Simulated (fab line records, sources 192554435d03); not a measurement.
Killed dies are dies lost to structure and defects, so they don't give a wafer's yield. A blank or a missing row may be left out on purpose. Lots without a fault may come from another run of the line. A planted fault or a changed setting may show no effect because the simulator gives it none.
Chamber matching | flow n5_finfet | N5_DUMMY_GATE_STRIP_40 on rie_diel-04: 4 sister chambers
The step strips in CF4. 18 wafers are shown with their chamber, then 9 later ones without.

WAFERS WITH THEIR CHAMBER
wafer  | chamber | drypump_motor_current_A (A) | showerhead_plenum_p_Torr (Torr) | throttle_valve_pct (%)
L074.4 | 2       | 6.3                         | 1.79                            | 13.85
L074.5 | 0       | 5.1                         | 1.72                            | 13.47
L074.6 | 1       | 5.0                         | 1.73                            | 13.50
L078.1 | 0       | 5.1                         | 1.72                            | 13.50
L078.2 | 1       | 5.0                         | 1.73                            | 13.52
L078.4 | 3       | 6.0                         | 1.75                            | 13.58
L080.1 | 2       | 6.3                         | 1.79                            | 13.88
L080.5 | 0       | 5.1                         | 1.72                            | 13.52
L080.6 | 1       | 5.0                         | 1.73                            | 13.54
L081.2 | 1       | 5.0                         | 1.73                            | 13.52
L081.3 | 2       | 6.3                         | 1.79                            | 13.87
L081.5 | 2       | 6.3                         | 1.79                            | 13.89
L082.1 | 3       | 6.1                         | 1.75                            | 13.61
L082.4 | 0       | 5.1                         | 1.71                            | 13.52
L082.6 | 2       | 6.3                         | 1.79                            | 13.88
L093.2 | 0       | 5.1                         | 1.71                            | 13.56
L093.4 | 2       | 6.3                         | 1.78                            | 13.93
L093.6 | 0       | 5.1                         | 1.71                            | 13.55

SIGNATURES (means of the wafers above)
reading                  | chamber 0 | chamber 1 | chamber 2 | chamber 3 | scatter within a chamber
drypump_motor_current_A  | 5.100     | 5.000     | 6.300     | 6.050     | 0.0189
showerhead_plenum_p_Torr | 1.7150    | 1.7300    | 1.7883    | 1.7500    | 0.00408
throttle_valve_pct       | 13.5200   | 13.5200   | 13.8833   | 13.5950   | 0.027
Rule: a wafer's distance from a chamber is the root of the sum, over the readings, of the square of ((its reading less the chamber's mean) divided by the reading's scatter). The wafer belongs to the nearest chamber; if the next one is less than 2 further off, it can't be placed. The scatter: the root of (the sum of the squares of (reading less its chamber's mean) over the shown wafers, divided by (wafers less chambers)).

WAFERS WITHOUT THEIR CHAMBER
wafer  | drypump_motor_current_A (A) | showerhead_plenum_p_Torr (Torr) | throttle_valve_pct (%)
L094.1 | 6.1                         | 1.74                            | 13.65
L094.2 | 5.0                         | 1.72                            | 13.60
L094.6 | 6.1                         | 1.74                            | 13.65
L095.1 | 5.1                         | 1.71                            | 13.54
L095.5 | 5.1                         | 1.71                            | 13.55
L095.6 | 6.1                         | 1.74                            | 13.67
L096.1 | 6.0                         | 1.74                            | 13.66
L096.2 | 5.1                         | 1.71                            | 13.56
L096.6 | 5.0                         | 1.72                            | 13.60

WHICH CHAMBER EACH WENT THROUGH
wafer  | from the rows above | in truth
L094.1 | 3                   | 3
L094.2 | 1                   | 1
L094.6 | 3                   | 3
L095.1 | 0                   | 0
L095.5 | 0                   | 0
L095.6 | 3                   | 3
L096.1 | 3                   | 3
L096.2 | 0                   | 0
L096.6 | 1                   | 1
Placed correctly: 9 of 9. Can't be placed from these rows: 0. Placed wrongly: 0.
